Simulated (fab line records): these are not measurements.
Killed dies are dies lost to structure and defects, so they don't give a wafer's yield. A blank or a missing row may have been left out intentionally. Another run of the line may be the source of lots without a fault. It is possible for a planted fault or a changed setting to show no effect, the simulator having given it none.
Chamber matching + flow nandHarc + NHARC_A_STAIRCASE_ETCHBACK_422 on rieDiel-05 has 4 sister chambers
The step etches the open film in CH3F/O2, target depth 40 nm, time 74.286 s. 30 wafers are shown with their chamber, then 12 later ones without.

EACH WAFER AND ITS CHAMBER
| wafer  | chamber | showerheadPlenumPTorr (Torr) | drypumpMotorCurrentA (A) | rfVppV (V) |
|--------|---------|------------------------------|--------------------------|------------|
| L075.3 | 2       | 2.48                         | 5.3                      | 244.7      |
| L075.4 | 1       | 2.52                         | 5.2                      | 244.7      |
| L075.6 | 2       | 2.48                         | 5.3                      | 243.5      |
| L077.1 | 3       | 2.33                         | 6.6                      | 242.4      |
| L077.2 | 2       | 2.48                         | 5.3                      | 244.2      |
| L077.3 | 0       | 2.34                         | 6.5                      | 243.1      |
| L074.2 | 1       | 2.52                         | 5.2                      | 245.3      |
| L074.5 | 2       | 2.48                         | 5.3                      | 245.9      |
| L074.6 | 3       | 2.33                         | 6.6                      | 242.8      |
| L079.1 | 1       | 2.52                         | 5.2                      | 244.3      |
| L079.2 | 0       | 2.34                         | 6.6                      | 242.4      |
| L079.4 | 3       | 2.33                         | 6.6                      | 241.1      |
| L082.1 | 3       | 2.33                         | 6.6                      | 242.1      |
| L082.2 | 1       | 2.51                         | 5.2                      | 242.6      |
| L082.3 | 2       | 2.48                         | 5.3                      | 245.7      |
| L083.4 | 2       | 2.48                         | 5.3                      | 244.7      |
| L083.5 | 2       | 2.48                         | 5.3                      | 244.1      |
| L083.6 | 3       | 2.33                         | 6.6                      | 243.9      |
| L084.2 | 0       | 2.34                         | 6.5                      | 242.5      |
| L084.3 | 1       | 2.51                         | 5.2                      | 245.0      |
| L084.5 | 3       | 2.33                         | 6.7                      | 243.1      |
| L080.1 | 2       | 2.48                         | 5.3                      | 244.4      |
| L080.2 | 0       | 2.34                         | 6.5                      | 242.9      |
| L080.4 | 3       | 2.33                         | 6.7                      | 241.7      |
| L088.1 | 0       | 2.34                         | 6.5                      | 242.9      |
| L088.5 | 3       | 2.33                         | 6.7                      | 242.4      |
| L088.6 | 2       | 2.48                         | 5.3                      | 246.0      |
| L085.4 | 1       | 2.51                         | 5.2                      | 244.8      |
| L085.5 | 0       | 2.34                         | 6.5                      | 243.5      |
| L085.6 | 3       | 2.33                         | 6.7                      | 240.8      |

SIGNATURES, as means of the wafers listed above
| reading               | chamber 0 | chamber 1 | chamber 2 | chamber 3 | scatter within a chamber |
|-----------------------|-----------|-----------|-----------|-----------|--------------------------|
| showerheadPlenumPTorr | 2.3400    | 2.5150    | 2.4800    | 2.3300    | 0.0024                   |
| drypumpMotorCurrentA  | 6.517     | 5.200     | 5.300     | 6.644     | 0.0343                   |
| rfVppV                | 242.883   | 244.450   | 244.800   | 242.256   | 0.859                    |
Rule: for each reading, subtract the chamber's mean from the wafer's reading, divide by that reading's scatter and square the result; add these up over the readings and take the root, which gives the wafer's distance from the chamber. If the next closest chamber is less than 2 further off than the closest, the wafer can't be placed; otherwise it belongs to the closest. The scatter: the root of (the sum of the squares of (reading less its chamber's mean) over the shown wafers, divided by (wafers less chambers)).

WAFERS WITH NO CHAMBER GIVEN
| wafer  | showerheadPlenumPTorr (Torr) | drypumpMotorCurrentA (A) | rfVppV (V) |
|--------|------------------------------|--------------------------|------------|
| L087.3 | 2.47                         | 5.3                      | 245.8      |
| L087.4 | 2.32                         | 6.6                      | 241.8      |
| L087.5 | 2.47                         | 5.3                      | 244.3      |
| L090.3 | 2.47                         | 5.3                      | 244.7      |
| L090.4 | 2.51                         | 5.2                      | 244.8      |
| L090.5 | 2.51                         | 5.2                      | 243.9      |
| L094.3 | 2.50                         | 5.2                      | 244.8      |
| L094.4 | 2.47                         | 5.3                      | 244.2      |
| L094.5 | 2.33                         | 6.5                      | 242.8      |
| L095.1 | 2.33                         | 6.6                      | 242.6      |
| L095.2 | 2.50                         | 5.2                      | 245.2      |
| L095.5 | 2.50                         | 5.2                      | 246.5      |

EACH ONE'S CHAMBER
| wafer  | from the rows above     | in truth                   |
|--------|-------------------------|----------------------------|
| L087.3 | 2                       | 2                          |
| L087.4 | 3                       | 3                          |
| L087.5 | 2                       | 2                          |
| L090.3 | 2                       | 2                          |
| L090.4 | 1                       | 1                          |
| L090.5 | 1                       | 1                          |
| L094.3 | 1                       | 1                          |
| L094.4 | 2                       | 2                          |
| L094.5 | can't be placed: 0 or 3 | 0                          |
| L095.1 | 3                       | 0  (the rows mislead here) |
| L095.2 | 1                       | 1                          |
| L095.5 | 1                       | 1                          |
Placed correctly: 10 of 12. Unplaceable from these rows: 1, with the true chamber sitting among the candidates in 1. 1 placed wrongly.
